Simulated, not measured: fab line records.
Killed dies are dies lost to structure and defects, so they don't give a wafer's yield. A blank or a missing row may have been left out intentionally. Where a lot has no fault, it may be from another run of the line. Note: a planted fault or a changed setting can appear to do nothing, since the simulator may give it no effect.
Matching of chambers    flow nand-harc    NHARC_A_STAIRCASE_TRIM_196 on rie-diel-07 has 4 sister chambers
The step chemistry O2, time 211.2 s. 16 wafers are shown with their chamber, then 8 later ones without.

## WAFERS PAIRED WITH THEIR CHAMBERS
wafer   chamber  showerhead-plenum-p-Torr (Torr)  rf-vpp-V (V)  oes-product-au (a.u.)
L080.1  2        3.56                             57.8          0.998
L080.5  2        3.56                             56.4          1.000
L080.6  3        3.33                             56.3          0.996
L079.2  2        3.56                             57.1          0.992
L079.4  1        3.58                             57.4          0.997
L079.6  1        3.58                             59.1          0.985
L078.2  3        3.32                             57.8          0.981
L078.4  0        3.80                             59.3          0.989
L078.6  0        3.80                             57.2          0.990
L087.2  2        3.55                             56.8          0.995
L087.3  3        3.32                             56.9          1.003
L087.6  2        3.55                             56.7          0.995
L088.1  1        3.57                             56.9          0.995
L088.4  0        3.79                             58.4          0.999
L088.5  3        3.32                             56.4          1.003
L090.1  3        3.31                             56.4          0.993

SIGNATURES, as means of the wafers listed above
reading                   chamber 0  chamber 1  chamber 2  chamber 3  scatter within a chamber
showerhead-plenum-p-Torr  3.7967     3.5767     3.5560     3.3200     0.00615
rf-vpp-V                  58.300     57.800     56.960     56.760     0.795
oes-product-au            0.99267    0.99233    0.99600    0.99520    0.00652
Rule: for a wafer and a chamber, the distance is found by dividing, reading by reading, the gap between the wafer's reading and the chamber's mean by the reading's scatter, squaring, summing and taking the root. The wafer belongs to the nearest chamber; if the next one is less than 2 further off, it can't be placed. The scatter: the root of (the sum of the squares of (reading less its chamber's mean) over the shown wafers, divided by (wafers less chambers)).

## WAFERS WITH NO CHAMBER GIVEN
wafer   showerhead-plenum-p-Torr (Torr)  rf-vpp-V (V)  oes-product-au (a.u.)
L090.4  3.57                             58.2          0.999
L090.6  3.79                             57.6          1.009
L089.2  3.54                             56.9          1.007
L089.4  3.31                             57.6          1.008
L089.5  3.31                             56.5          1.003
L096.1  3.31                             56.4          0.995
L096.2  3.54                             57.6          1.000
L096.4  3.31                             56.3          0.996

## WHICH CHAMBER EACH ONE RAN IN
wafer   from the rows above      in truth
L090.4  can't be placed: 1 or 2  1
L090.6  0                        0
L089.2  2                        2
L089.4  3                        3
L089.5  3                        3
L096.1  3                        3
L096.2  2                        2
L096.4  3                        3
Correctly placed: 7 of 8. Not placeable from these rows: 1 (in 1, the candidates include the true chamber). Number placed wrongly: 0.
